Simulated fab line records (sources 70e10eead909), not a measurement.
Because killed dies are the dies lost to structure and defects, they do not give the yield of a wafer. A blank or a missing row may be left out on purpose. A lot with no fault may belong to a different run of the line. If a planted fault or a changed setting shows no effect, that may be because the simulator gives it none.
Chamber matching | flow nand-harc | NHARC_A_STAIRCASE_ETCH_292 on rie-diel-02: 4 sister chambers
The step etches the open film in CF4/CHF3. 4 wafers are shown with their chamber, then 11 later ones without.

WAFERS, EACH WITH ITS CHAMBER
wafer  | chamber | drypump-motor-current-A (A)
L083.5 | 0       | 5.8
L089.1 | 1       | 6.0
L089.3 | 3       | 5.2
L092.4 | 2       | 5.3

WAFERS MISSING THEIR CHAMBER
wafer  | drypump-motor-current-A (A)
L092.5 | 5.9
L092.6 | 5.8
L093.1 | 6.0
L093.2 | 5.2
L093.3 | 5.3
L094.1 | 5.2
L094.2 | 5.3
L094.3 | 6.0
L097.1 | 5.2
L097.4 | 6.0
L097.5 | 5.2

WHICH CHAMBER EACH WENT THROUGH
wafer  | from the rows above     | in truth
L092.5 | can't be placed: 1 or 0 | 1
L092.6 | 0                       | 0
L093.1 | 1                       | 1
L093.2 | 3                       | 3
L093.3 | 2                       | 2
L094.1 | 3                       | 3
L094.2 | 2                       | 2
L094.3 | 1                       | 1
L097.1 | 3                       | 3
L097.4 | 1                       | 1
L097.5 | 3                       | 3
Correct placement for 10 of the 11. These rows do not allow placing 1 (true chamber among the candidates in 1). Wrongly placed: 0.
How it was worked out, from the rows above alone: a wafer's distance from a chamber is the root of the sum, over the readings, of the square of ((its reading less the chamber's mean) divided by the reading's scatter). If the next closest chamber is less than 2 further off than the closest, the wafer can't be placed; otherwise it belongs to the closest. The mean given for a chamber averages the wafers shown for that chamber. The scatter (one wafer shown for each chamber): square how far every hidden wafer sits from the nearest shown wafer, average those squares and take the square root.
